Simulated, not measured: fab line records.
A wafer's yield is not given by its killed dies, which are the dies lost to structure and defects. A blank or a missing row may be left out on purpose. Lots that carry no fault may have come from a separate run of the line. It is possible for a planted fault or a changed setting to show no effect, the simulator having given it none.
Problem report in the 8D (eight disciplines) form, filled by code + flow n5_finfet + the parts of the form that need people (team, actions taken, sign-off) are left out
Where a reading is given only as a bound, like >300, the bound stands for it, and a mean or a difference that rests on one is marked > or <: the true number lies beyond.

## 1. PROBLEM STATEMENT
raw_defect_count at N5_BEOL_M13_INSPECT_30 reads a mean of >300 on 4 wafers of 3 lots; wafers without a fault read 2.2 with a standard deviation of 1.5. That is +99 or more standard deviations from the usual mean.
The step: inspects for defects (macro).
The first sign was on wafer L831.1 at day 13 14:26, on defect_inspect-02. The record holds 30 wafers of 10 lots with a number at this step. The rule behind "out" and "out of limits": a value lying over 4 standard deviations away from the usual mean. The other wafers with a number count as sound.

## 2. WHAT IT IS, WHAT IT ISN'T
| question                    | is                                   | is not                                                                                       |
|-----------------------------|--------------------------------------|----------------------------------------------------------------------------------------------|
| which readings at this step | raw_defect_count                     | -                                                                                            |
| which lots                  | L831, L833, L834                     | L819, L824, L825, L829, L840, L841, L842                                                     |
| which wafers of those lots  | L831.1, L833.2, L833.3, L834.1       | L831.2, L831.3, L833.5, L834.2, L834.5                                                       |
| read on which gauges        | defect_inspect-01, defect_inspect-02 | -                                                                                            |
| when                        | from day 13 14:26                    | up to then (14 sound wafers); but 12 sound wafers of L833, L834, L840, L841, L842 came after |

## 3. THE SUSPECTS, EACH WITH WHAT RULES IT OUT
Counting: any tool at a process step up to the reading remains a suspect provided it ran every lot that is out. Sound lots after the first of them don't rule it out here, since some wafers of a struck lot are sound.
- the gauge at N5_BEOL_M13_INSPECT_30: ruled out. The wafers that are out were read on 2 gauges (defect_inspect-01, defect_inspect-02).
- plasma_asher-02 at N5_BEOL_M13_STRIP_63 (strips in N2/H2): kept. Every lot that is out went through it, the first being L831 (day 13 13:51); the last sound lot it ran before that was L829 (day 13 03:07).
- Within plasma_asher-02 at N5_BEOL_M13_STRIP_63, the wafers that are out were processed in chamber 1 and their sound lot-mates in chamber 0.
Left after counting: plasma_asher-02 at N5_BEOL_M13_STRIP_63.

## 4. THE CAUSE (what the simulator had put in)
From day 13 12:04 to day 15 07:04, plasma_asher-02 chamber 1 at N5_BEOL_M13_STRIP_63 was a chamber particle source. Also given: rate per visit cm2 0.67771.
The count eliminated every tool but this one.

## 5. THE EFFECT CHAIN, in route order
Each row: a reading where the mean over the struck wafers with a number is more than 3 standard deviations away from the usual. Readings are gone through only where the record gives a usual standard deviation; hours: the median, over the lots, of the time from a lot's start at the first step in this table giving one to that lot's start at this step; sigmas: the change measured in usual standard deviations.
| hours | step                    | reading              | usual  | on struck wafers | change | sigmas      |
|-------|-------------------------|----------------------|--------|------------------|--------|-------------|
| 0     | N5_BEOL_M13_INSPECT_30  | raw_defect_count     | 2.2    | >300             | >+298  | +99 or more |
| 31    | N5_PASSIVATION_PROBE_49 | defect_limited_yield | 91.1 % | 81.8             | -9.2   | -7.1        |
| 31    | N5_PASSIVATION_PROBE_49 | killed_at_M4_up      | 14     | 135              | +121   | +21         |
| 31    | N5_PASSIVATION_PROBE_49 | killed_dies          | 105    | 214              | +110   | +7.3        |
| 31    | N5_PASSIVATION_PROBE_49 | sort_bin_5_function  | 5.3 %  | 11.8             | +6.5   | +8.0        |
| 31    | N5_PASSIVATION_PROBE_49 | sort_n_pass          | 1075   | 966              | -110   | -7.3        |
| 31    | N5_PASSIVATION_PROBE_49 | sort_yield_pct       | 91.1 % | 81.8             | -9.2   | -7.1        |
Process steps it contains:
- N5_PASSIVATION_PROBE_49

## 6. HOW IT WOULD HAVE BEEN CAUGHT EARLIER
2 hours passed between the start of the fault at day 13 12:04 and the first reading out of limits at a measuring or inspecting step in this record, taken at day 13 14:26.
No tool reading at N5_BEOL_M13_STRIP_63 that has a usual standard deviation in the record was out on any struck wafer, so an alarm limit of 4 standard deviations on those readings would not have fired.
L833, L834, from the lots that are out (3), started N5_BEOL_M13_STRIP_63 on plasma_asher-02 later than day 13 14:26. A hold on the tool at that time would have spared those 2.
